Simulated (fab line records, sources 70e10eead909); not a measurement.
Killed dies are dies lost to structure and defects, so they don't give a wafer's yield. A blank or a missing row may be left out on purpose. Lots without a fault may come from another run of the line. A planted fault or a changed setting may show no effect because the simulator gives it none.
Which tool did it? | flow nand_harc | 12 lots, 36 wafers sampled, at 6 steps of a route of 1159

WHAT THE GAUGES READ, wafer by wafer
NHARC_P_GATE_CD_MEAS_11: target cd 1640 nm.
lot  | measured    | on        | cd_nm (nm)
L317 | day 3 19:01 | cd_sem-01 | 1639.8 1638.3 1639.8
L319 | day 4 21:21 | cd_sem-03 | 1638.3 1641.3 1638.9
L322 | day 5 10:35 | cd_sem-01 | 1638.1 1638.6 1637.1
L325 | day 5 22:40 | cd_sem-01 | 1638.0 1638.1 1637.9
L324 | day 5 22:42 | cd_sem-03 | 1641.2 1640.5 1643.5
L328 | day 6 16:15 | cd_sem-03 | - - -
L330 | day 7 06:07 | cd_sem-02 | 1640.1 1638.5 1636.4
L329 | day 7 06:17 | cd_sem-03 | 1638.3 1639.9 1640.5
L332 | day 7 14:20 | cd_sem-01 | 1638.4 1635.5 1639.9
L334 | day 8 03:26 | cd_sem-03 | 1639.5 1640.5 1640.8
L339 | day 9 09:05 | cd_sem-02 | 1636.5 1640.1 1638.5
L338 | day 9 09:15 | cd_sem-03 | 1639.1 1639.1 1641.6

NHARC_END_SORT_01.
lot  | measured     | on        | killed_at_array | killed_at_other | killed_at_periphery | killed_dies | killed_open | killed_short
L328 | day 21 12:09 | prober-02 | 43 32 41        | 0 0 0           | 634 645 636         | 677 677 677 | 5 7 9       | 4 3 3

WHICH TOOL RAN EACH LOT (tool, then ch and the chambers of the sampled wafers, then the start)
lot  | NHARC_P_GATE_EXPOSE_08           | NHARC_P_GATE_STRIP_101             | NHARC_P_GATE_DESCUM_61             | NHARC_P_GATE_DEGAS_109
L317 | krf_scanner-01 ch 0, day 3 18:52 | rie_diel-10 ch 1,3, day 4 20:40    | rie_diel-10 ch 0,2, day 4 23:20    | pvd_sputter-01, day 5 03:11
L319 | krf_scanner-01 ch 0, day 4 21:12 | rie_diel-10 ch 1,3, day 5 22:17    | rie_diel-10 ch 2,3, day 6 01:00    | pvd_sputter-02, day 6 04:51
L322 | krf_scanner-03 ch 0, day 5 10:26 | rie_diel-10 ch 0,1,2, day 6 15:05  | rie_diel-10 ch 0,1,2, day 6 17:49  | pvd_sputter-02, day 6 21:25
L325 | krf_scanner-03 ch 0, day 5 22:31 | rie_diel-10 ch 1,2, day 6 23:35    | rie_diel-03 ch 0,3, day 7 02:19    | pvd_sputter-01, day 7 05:54
L324 | krf_scanner-03 ch 0, day 5 22:32 | rie_diel-03 ch 2,3, day 7 01:50    | rie_diel-10 ch 0,1,2, day 7 04:37  | pvd_sputter-01, day 7 08:08
L328 | krf_scanner-01 ch 0, day 6 16:05 | rie_diel-10 ch 0,2,3, day 7 17:19  | rie_diel-10 ch 0,1,2, day 7 20:25  | pvd_sputter-03, day 8 00:06
L330 | krf_scanner-02 ch 0, day 7 05:58 | rie_diel-10 ch 0,1, day 8 07:21    | rie_diel-03 ch 0,1,2, day 8 10:26  | pvd_sputter-02, day 8 14:07
L329 | krf_scanner-01 ch 0, day 7 06:08 | rie_diel-10 ch 1,2, day 8 07:53    | rie_diel-12 ch 0,3, day 8 10:47    | pvd_sputter-03, day 8 14:43
L332 | krf_scanner-01 ch 0, day 7 14:11 | rie_diel-12 ch 0,1,2, day 8 15:15  | rie_diel-03 ch 0,2,3, day 8 18:06  | pvd_sputter-03, day 8 21:43
L334 | krf_scanner-01 ch 0, day 8 03:17 | rie_diel-03 ch 0,3, day 9 06:31    | rie_diel-03 ch 1,2,3, day 9 09:12  | pvd_sputter-03, day 9 13:06
L339 | krf_scanner-01 ch 0, day 9 08:56 | rie_diel-03 ch 1,2,3, day 10 13:17 | rie_diel-10 ch 1,2,3, day 10 16:09 | pvd_sputter-03, day 10 19:49
L338 | krf_scanner-03 ch 0, day 9 09:06 | rie_diel-10 ch 1,3, day 10 14:42   | rie_diel-12 ch 0,2,3, day 10 17:26 | pvd_sputter-01, day 10 21:10
- NHARC_P_GATE_EXPOSE_08: exposes mask P HV.
- NHARC_P_GATE_STRIP_101: strips in O2, time 20 s.
- NHARC_P_GATE_DESCUM_61: chemistry O2, time 3 s.
- NHARC_P_GATE_DEGAS_109: time 60 s.

WHAT THE TOOLS THEMSELVES READ (means of the sampled wafers that have a number; where no wafer has one, the mark that the record gives instead)
NHARC_P_GATE_STRIP_101.
lot  | tool        | chamber_pressure_mTorr (mTorr) | drypump_motor_current_A (A) | oes_product_au (a.u.) | rf_vpp_V (V) | showerhead_plenum_p_Torr (Torr) | throttle_valve_pct (%)
L317 | rie_diel-10 | 59.93                          | 6.4                         | 1.024                 | 57.5         | 3.44                            | 17.030
L319 | rie_diel-10 | 59.97                          | 6.4                         | 1.021                 | 57.8         | 3.44                            | 17.040
L322 | rie_diel-10 | 59.99                          | 5.8                         | 1.020                 | 58.2         | 3.47                            | 17.035
L325 | rie_diel-10 | 59.99                          | 5.8                         | 1.027                 | 57.1         | 3.36                            | 17.039
L324 | rie_diel-03 | 59.97                          | 5.8                         | 1.024                 | 57.4         | 3.57                            | 17.031
L328 | rie_diel-10 | 60.01                          | 5.4                         | 0.998                 | 57.4         | 3.44                            | 17.036
L330 | rie_diel-10 | 60.02                          | 6.3                         | 1.016                 | 57.9         | 3.53                            | 17.029
L329 | rie_diel-10 | 59.96                          | 5.8                         | 1.018                 | 58.1         | 3.36                            | 17.047
L332 | rie_diel-12 | 59.96                          | 5.9                         | 0.974                 | 57.9         | 3.59                            | 17.043
L334 | rie_diel-03 | 59.98                          | 5.7                         | 1.026                 | 57.5         | 3.51                            | 17.027
L339 | rie_diel-03 | 59.96                          | 5.4                         | 1.006                 | 58.0         | 3.59                            | 17.027
L338 | rie_diel-10 | 60.04                          | 5.9                         | 0.998                 | 57.4         | 3.40                            | 17.035

NHARC_P_GATE_DESCUM_61.
lot  | tool        | chamber_pressure_mTorr (mTorr) | drypump_motor_current_A (A) | oes_product_au (a.u.) | rf_vpp_V (V) | showerhead_plenum_p_Torr (Torr) | throttle_valve_pct (%)
L317 | rie_diel-10 | 60.03                          | 5.3                         | 0.996                 | 58.2         | 1.92                            | 11.308
L319 | rie_diel-10 | 60.02                          | 5.4                         | 1.007                 | 58.1         | 1.81                            | 11.316
L322 | rie_diel-10 | 59.98                          | 5.8                         | 1.021                 | 57.3         | 1.88                            | 11.320
L325 | rie_diel-03 | 60.01                          | 5.7                         | 1.033                 | 58.1         | 1.91                            | 11.314
L324 | rie_diel-10 | 59.97                          | 5.8                         | 1.015                 | 58.0         | 1.88                            | 11.315
L328 | rie_diel-10 | 60.00                          | 5.8                         | 1.014                 | 57.6         | 1.88                            | 11.308
L330 | rie_diel-03 | 59.97                          | 5.1                         | 1.012                 | 58.8         | 1.95                            | 11.319
L329 | rie_diel-12 | 59.98                          | 5.5                         | 0.975                 | 57.6         | 1.97                            | 11.303
L332 | rie_diel-03 | 60.02                          | 5.4                         | 1.018                 | 58.3         | 1.93                            | 11.306
L334 | rie_diel-03 | 59.97                          | 5.4                         | 1.010                 | 58.1         | 1.95                            | 11.309
L339 | rie_diel-10 | 60.05                          | 5.8                         | 1.012                 | 58.1         | 1.83                            | 11.314
L338 | rie_diel-12 | 60.01                          | 5.7                         | 0.993                 | 58.0         | 1.98                            | 11.309

NHARC_P_GATE_DEGAS_109.
lot  | tool           | heater_power_w (W)
L317 | pvd_sputter-01 | 451
L319 | pvd_sputter-02 | 460
L322 | pvd_sputter-02 | 466
L325 | pvd_sputter-01 | 476
L324 | pvd_sputter-01 | 483
L328 | pvd_sputter-03 | 509
L330 | pvd_sputter-02 | 449
L329 | pvd_sputter-03 | 466
L332 | pvd_sputter-03 | 489
L334 | pvd_sputter-03 | 474
L339 | pvd_sputter-03 | 487
L338 | pvd_sputter-01 | 515

THE ANSWER, worked out from the rows above alone
Rule: what is usual is taken from the lots themselves. Put in order of their means at a reading, lots are off if they are a third of the lots or fewer, leave a main group of 4 or more, and stand apart from it by a gap of 3 or more times the standard deviation of the main group's means; of several such gaps the widest counts. A main group whose means are all the same, to the digits that the tables above print for the reading, isn't used. A lot without any number at a reading at which 4 lots or more have one is off too. The other lots that the step has rows for count as sound. The gauges are gone through in route order, then the tools' own readings, and for those a lot's mean is taken as printed above. The first step at which some lot is off is used, and at that step the reading that is off furthest; a lot without a number counts as furthest.
Off: L328, at NHARC_P_GATE_CD_MEAS_11 (cd_nm). Without a number there: L328. The main group: mean 1639.2 nm, standard deviation 1.1.
A tool fits if, at a process step before that reading, it ran every lot that is off, and no sound lot after the first of them. The gauges at NHARC_P_GATE_CD_MEAS_11 are tried like those tools. None of those tried fits.

WHAT THE SIMULATOR HAD PUT IN
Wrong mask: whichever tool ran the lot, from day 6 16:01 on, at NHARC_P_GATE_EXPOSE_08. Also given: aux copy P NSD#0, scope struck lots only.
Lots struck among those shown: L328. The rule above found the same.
